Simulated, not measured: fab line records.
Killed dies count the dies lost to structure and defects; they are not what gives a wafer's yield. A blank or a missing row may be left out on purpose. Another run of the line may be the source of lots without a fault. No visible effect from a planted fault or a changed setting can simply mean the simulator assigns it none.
Problem report, 8D (eight disciplines) form, completed by code -- flow n5_finfet -- the parts of the form that need people (team, actions taken, sign-off) are left out

## 1. WHAT IS WRONG
Wafers free of any fault read 155.2 nm (standard deviation 2.1) for M8_ILD_THK at N5_BEOL_M8_THK_MEAS_01, against a mean of 45.3 nm on 2 wafers of 2 lots. That puts it -52 standard deviations away from the usual mean.
The first sign was on wafer L465.2 at day 14 04:22, on film_metro-01. At this step, 27 wafers from 9 lots have a number in the record. Rule for "out", or "out of limits": more than 4 standard deviations from the usual mean. Any other wafer with a number is counted as sound.

## 2. WHAT THIS IS AND IS NOT
question,is,is not
which readings at this step,M8_ILD_THK,-
which lots,"L465, L466","L447, L448, L449, L451, L452, L454, L469"
which wafers of those lots,"L465.2, L466.4","L465.1, L465.3, L466.5, L466.6"
read on which gauges,film_metro-01,film_metro-02
when,from day 14 04:22,"up to then (20 sound wafers); but 5 sound wafers of L466, L469 came after"

## 3. WHAT RULES OUT EACH SUSPECT
Counting: any tool at a process step up to the reading remains a suspect provided it ran every lot that is out. Sound lots after the first of them don't rule it out here, since some wafers of a struck lot are sound.
- the gauge at N5_BEOL_M8_THK_MEAS_01 has been ruled out. All the wafers that are out were read on film_metro-01, but those of them that N5_PASSIVATION_PROBE_49 has rows for are out there too, on other tools.
- pvd_sputter-03 at N5_BEOL_M7_SPUTTER_48 (material Cu, target thk 10 nm, time 1.667 s): kept. Ran every lot that is out, first one L465 (day 14 01:53); last sound lot up to then L454 (day 10 21:51).
- pecvd-02 at N5_BEOL_M8_ILD_DEP_00 (deposits SiCOH lowk from DEMS/porogen, target thk 179.75 nm, time 33.4 s): kept. Ran every lot that is out, first one L465 (day 14 03:47); last sound lot up to then L452 (day 10 10:22).
- uv_cure-02 at N5_BEOL_M8_CURE_74 (cures SiCOH lowk, time 240 s): kept. Ran every lot that is out, first one L465 (day 14 03:52); last sound lot up to then L451 (day 10 10:19).
- Within pecvd-02 at N5_BEOL_M8_ILD_DEP_00: the wafers that are out ran in chamber 0; their sound lot-mates ran in chambers 1, 2.
Still standing after the count: pvd_sputter-03 at N5_BEOL_M7_SPUTTER_48, pecvd-02 at N5_BEOL_M8_ILD_DEP_00, uv_cure-02 at N5_BEOL_M8_CURE_74.

## 4. THE CAUSE (what the simulator had put in)
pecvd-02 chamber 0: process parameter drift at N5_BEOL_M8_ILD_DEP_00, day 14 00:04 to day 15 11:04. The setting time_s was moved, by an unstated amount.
Counting left 3 suspects, and this tool is among them.

## 5. SEQUENCE OF EFFECTS, ordered by route
Each row: a reading whose mean over the struck wafers that have a number lies more than 3 standard deviations from the usual. Only readings for which the record gives a usual standard deviation are gone through. hours: the time from each lot's start at the first step in this table that gives one to its start at this step, as a median over the lots. sigmas: the change in usual standard deviations.
hours,step,reading,usual,on struck wafers,change,sigmas
0,N5_BEOL_M8_THK_MEAS_01,M8_ILD_THK,155.2 nm,45.3,-109.9,-52
73,N5_PASSIVATION_PROBE_49,defect_limited_yield,91.7 %,0.1,-91.7,-61
73,N5_PASSIVATION_PROBE_49,killed_at_M4_up,13,1080,+1067,+99 or more
73,N5_PASSIVATION_PROBE_49,killed_dies,98,1180,+1082,+64
73,N5_PASSIVATION_PROBE_49,killed_on_rim,13,152,+139,+35
73,N5_PASSIVATION_PROBE_49,sort_n_pass,1082,0,-1082,-64
Its process steps:
- N5_PASSIVATION_PROBE_49

## 6. HOW IT WOULD HAVE BEEN CAUGHT EARLIER
Counted from the fault's start at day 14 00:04, it took 4 hours until the first out-of-limits reading at a measuring or inspecting step in this record, taken at day 14 04:22.
Of the tool readings at N5_BEOL_M8_ILD_DEP_00 for which the record gives a usual standard deviation, none was out on any struck wafer, so an alarm limit of 4 standard deviations on them would not have fired.
Among the 2 lots that are out, L466 began N5_BEOL_M8_ILD_DEP_00 on pecvd-02 after day 14 04:22. Putting the tool on hold at that point would have spared it.
